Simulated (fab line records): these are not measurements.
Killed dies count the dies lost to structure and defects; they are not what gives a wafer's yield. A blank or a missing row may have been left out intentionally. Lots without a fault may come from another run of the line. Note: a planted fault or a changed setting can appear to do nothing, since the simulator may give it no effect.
Comparing a struck lot with a sound one / flow n5_finfet / 40 out of 1938 route steps
Sound: the wafers L654.1, L654.2, L654.4. The struck wafers were L647.1, L647.2, L647.3. The cause is given at the end.
Each step with rows lists, per side, the tool, then ch with its chambers, then its first start. Under that, the readings that differ: sound wafers / struck wafers / difference of the means / sigmas: that difference in standard deviations of wafers without a fault.
alike: same words and numbers on both sides, and readings whose means sit less than 2 such deviations apart. not compared: any withheld reading, any reading some wafer has no value for, any bound like >300 that may hide the same value, and any number with overlapping values for which the record gives no deviation.
The two part at a step that has a row with sigmas, a row that says differs or no value, or rows on one side only. Numbers that don't overlap but have no deviation are shown without sigmas and don't part them. Lack of a reading on every wafer of one side parts them only where that side has two or more wafers.

first, 12 steps without rows for these wafers: N5_HKMG_FIN_ETCH_58 (etches SOC in N2/H2, target depth 215.8 nm, time 741 s); N5_HKMG_FIN_STRIP_93 (strips SOC in N2/H2, time 20 s); N5_HKMG_FIN_WET_ETCH_76 (etches Al2O3 in dNH4OH, stops on La2O3, target depth 2.25 nm, rinse time 30 s); N5_HKMG_FIN_STRIP_60 (strips in N2/H2, time 360 s); N5_HKMG_FIN_WET_ETCH_77 (etches La2O3 in dHCl, stops on HfO2, target depth 2 nm); N5_HKMG_FIN_WET_ETCH_78 (etches Al2O3 in dNH4OH, stops on La2O3, target depth 4.5 nm, rinse time 30 s); N5_HKMG_FIN_ALD_79 (deposits TiN, target thk 1.5 nm, pulse time 1 s, purge time 3 s); N5_HKMG_FIN_CVD_62 (deposits a-Si from Si2H6, target thk 3 nm, time 20.8 s); N5_HKMG_FIN_RTA_80 (time 2 s); N5_HKMG_FIN_PRECLEAN_64 (cleans in dHF, time 30 s); N5_HKMG_FIN_WET_ETCH_65 (etches a-Si in TMAH, stops on TiN, time 49 s, target depth 3 nm); N5_HKMG_FIN_WET_ETCH_81 (etches TiN in SC1, stops on HfO2, time 57 s, target depth 6 nm).
N5_HKMG_FIN_WET_ETCH_82: etches La2O3 in dHCl, stops on HfO2, target depth 2 nm, rinse time 30 s.
  sound on wet_bench-05 ch 1,2,3, day 9 01:14; struck on wet_bench-04 ch 4,6,7, day 7 07:59
  no value came back on the struck wafers for bath_heat_duty_pct (%), rinse_temp_c (C); on the sound wafers bath_heat_duty_pct (%) reads 6.7 5.1 5.0
reading=model.La2O3_of_HKMG_FIN_ALD_74.thk_nm (nm); sound=0 0 0; struck=0.4 0.4 0.4; difference=+0.4; sigmas=
then, 25 steps without rows for these wafers: N5_HKMG_FIN_ALD_36 (deposits TiN, target thk 1 nm, pulse time 1 s, purge time 3 s); N5_HKMG_FIN_PWFM_ALD_03 (deposits TiN, target thk 2 nm, pulse time 1 s, purge time 3 s); N5_HKMG_FIN_COAT_29 (time 60 s, resist thk 300 nm); N5_HKMG_FIN_COAT_30 (time 60 s, resist thk 35 nm); N5_HKMG_FIN_COAT_06 (resist thk 90 nm); N5_HKMG_FIN_EBR_08; N5_HKMG_FIN_SOFTBAKE_07 (time 60 s); N5_HKMG_FIN_EXPOSE_09 (exposes mask NWFM); N5_HKMG_FIN_PEB_10 (peb time 60 s); N5_HKMG_FIN_DEVELOP_11 (develop time 30 s); N5_HKMG_FIN_DESCUM_17 (chemistry O2, time 7.9 s); N5_HKMG_FIN_ETCH_31 (etches SiARC in CF4, target depth 45.5 nm, time 75.8 s); N5_HKMG_FIN_ETCH_32 (etches SOC in N2/H2, target depth 240 nm, time 300 s); N5_HKMG_FIN_STRIP_33 (strips in N2/H2); N5_HKMG_FIN_STRIP_34 (strips in CF4); N5_HKMG_FIN_ETCH_35 (etches SOC in N2/H2, target depth 215.8 nm, time 243.4 s); N5_HKMG_FIN_STRIP_92 (strips SOC in N2/H2, time 20 s); N5_HKMG_FIN_WET_ETCH_18 (etches TiN in SC1, time 55 s, target depth 5.2 nm, rinse time 30 s); N5_HKMG_FIN_STRIP_19 (strips in N2/H2, time 360 s); N5_HKMG_FIN_ALD_91 (deposits TiN, target thk 1 nm, pulse time 1 s, purge time 3 s); N5_HKMG_FIN_COAT_85 (time 60 s, resist thk 300 nm); N5_HKMG_FIN_ETCH_86 (etches SOC in N2/H2, stops on TiN, target depth 393.2 nm); N5_HKMG_FIN_STRIP_89 (strips SOC in N2/H2, time 20 s); N5_HKMG_FIN_WET_ETCH_87 (etches TiN in SC1, time 154.2 s, target depth 4.7 nm, rinse time 30 s); N5_HKMG_FIN_STRIP_88 (strips in N2/H2, time 360 s).
-- a jump in the record: the struck wafers' starts before and after are 4 days apart (it breaks off in module HKMG_FIN and resumes in module BEOL_M4, where the first step shown is number 1111 of the route) --
N5_BEOL_M4_RC_MEAS_101:
  sound on prober-01 ch 0, day 13 15:07; struck on prober-02 ch 0, day 11 11:13
reading=EOT_P; sound=10.46 10.50 10.43; struck=10.80 10.86 10.90; difference=+0.39; sigmas=+4
reading=IGATE_P (nA/um); sound=0.0040 0.0038 0.0040; struck=0.0007 0.0006 0.0006; difference=-0.0033; sigmas=-7
reading=IOFF_P (nA/um); sound=0.212 0.238 0.206; struck=0.042 0.049 0.048; difference=-0.172; sigmas=-6
reading=IOFF_P_85C (nA/um); sound=3.7 4.1 3.6; struck=1.0 1.1 1.0; difference=-2.8; sigmas=-7
reading=IOFF_P_LIN (nA/um); sound=0.105 0.115 0.102; struck=0.021 0.023 0.023; difference=-0.085; sigmas=-8
reading=IOFF_P_LONG (nA/um); sound=0.000125 0.000118 0.00012; struck=4.6e-05 5.2e-05 4.7e-05; difference=-7.3e-05; sigmas=-9
reading=ION_P (uA/um); sound=473 464 463; struck=389 388 385; difference=-79; sigmas=-12
reading=VT_N_LVT (mV); sound=102 99 103; struck=59 56 58; difference=-44; sigmas=-14
reading=VT_P (mV); sound=-250.3 -247.3 -248.2; struck=-292.6 -291.9 -291.0; difference=-43.2; sigmas=-14
reading=VT_P_LONG (mV); sound=-270.7 -270.8 -271.1; struck=-317.1 -317.7 -317.6; difference=-46.6; sigmas=-17
  alike: DIBL_N, DIBL_P, IOFF_N, ION_N, SS_N, SS_P, VT_N
-- record jumps: 4 days separate the struck wafers' starts on either side; left off in module BEOL_M4, taken up again in module PASSIVATION, whose first shown step is the route's number 1936 --
N5_PASSIVATION_PROBE_49:
  struck on prober-01, day 15 19:10; sound on prober-02, day 18 03:36
reading=sort_bin_8_speed (%); sound=0 0 0; struck=90.17 90.34 91.61; difference=+90.71; sigmas=+99 or more
reading=sort_n_pass; sound=1076 1052 1088; struck=0 0 0; difference=-1072; sigmas=-63
reading=sort_yield_pct (%); sound=91.2 89.2 92.2; struck=0 0 0; difference=-91; sigmas=-61
  alike: defect_limited_yield, killed_at_M0_to_M3, killed_at_M4_up, killed_at_contacts, killed_at_front_end, killed_at_other, killed_dies, killed_open, killed_short, sort_bin_5_function, sort_bin_6_memory

== WHERE THEY PART ==
At N5_HKMG_FIN_WET_ETCH_82 first; at N5_PASSIVATION_PROBE_49 last (within this record only).

WHY: whatever the simulator had introduced
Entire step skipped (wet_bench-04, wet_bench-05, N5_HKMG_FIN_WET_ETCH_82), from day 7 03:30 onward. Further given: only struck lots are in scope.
